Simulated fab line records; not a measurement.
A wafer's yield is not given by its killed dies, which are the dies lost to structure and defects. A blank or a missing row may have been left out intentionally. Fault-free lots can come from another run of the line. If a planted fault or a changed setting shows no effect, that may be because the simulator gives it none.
Chamber matching ; flow nand harc ; NHARC_A_STAIRCASE_ETCH_313 on rie diel-01: 4 sister chambers
The step etches the open film in CF4/CHF3. 8 wafers are shown with their chamber, then 9 later ones without.

WAFERS, EACH WITH ITS CHAMBER
wafer;chamber;drypump motor current A (A);showerhead plenum p Torr (Torr)
L077.1;1;5.2;1.54
L077.3;1;5.3;1.54
L082.2;0;6.0;1.49
L089.4;3;5.8;1.58
L089.5;2;6.4;1.48
L091.1;3;5.8;1.58
L091.3;2;6.4;1.48
L091.5;0;5.9;1.48

WAFERS WITHOUT THEIR CHAMBER
wafer;drypump motor current A (A);showerhead plenum p Torr (Torr)
L095.3;5.2;1.53
L095.4;6.4;1.48
L095.5;5.9;1.48
L097.4;6.4;1.48
L097.5;5.8;1.58
L097.6;6.4;1.48
L097.1;5.2;1.53
L097.2;5.8;1.58
L097.3;6.0;1.48

CHAMBER TAKEN BY EACH
wafer;from the rows above;in truth
L095.3;1;1
L095.4;2;2
L095.5;0;0
L097.4;2;2
L097.5;3;3
L097.6;2;2
L097.1;1;1
L097.2;3;3
L097.3;0;0
Correct placement for 9 of the 9. Left unplaced by these rows: 0. 0 placed wrongly.
How it was worked out, from the rows above alone: a wafer's distance from a chamber is the root of the sum, over the readings, of the square of ((its reading less the chamber's mean) divided by the reading's scatter). If the next closest chamber is less than 2 further off than the closest, the wafer can't be placed; otherwise it belongs to the closest. For every chamber, the mean is computed from those of its wafers that are shown. The scatter is the square root of a quotient: the sum, over the shown wafers, of each reading's squared deviation from its chamber's mean, divided by wafers minus chambers.
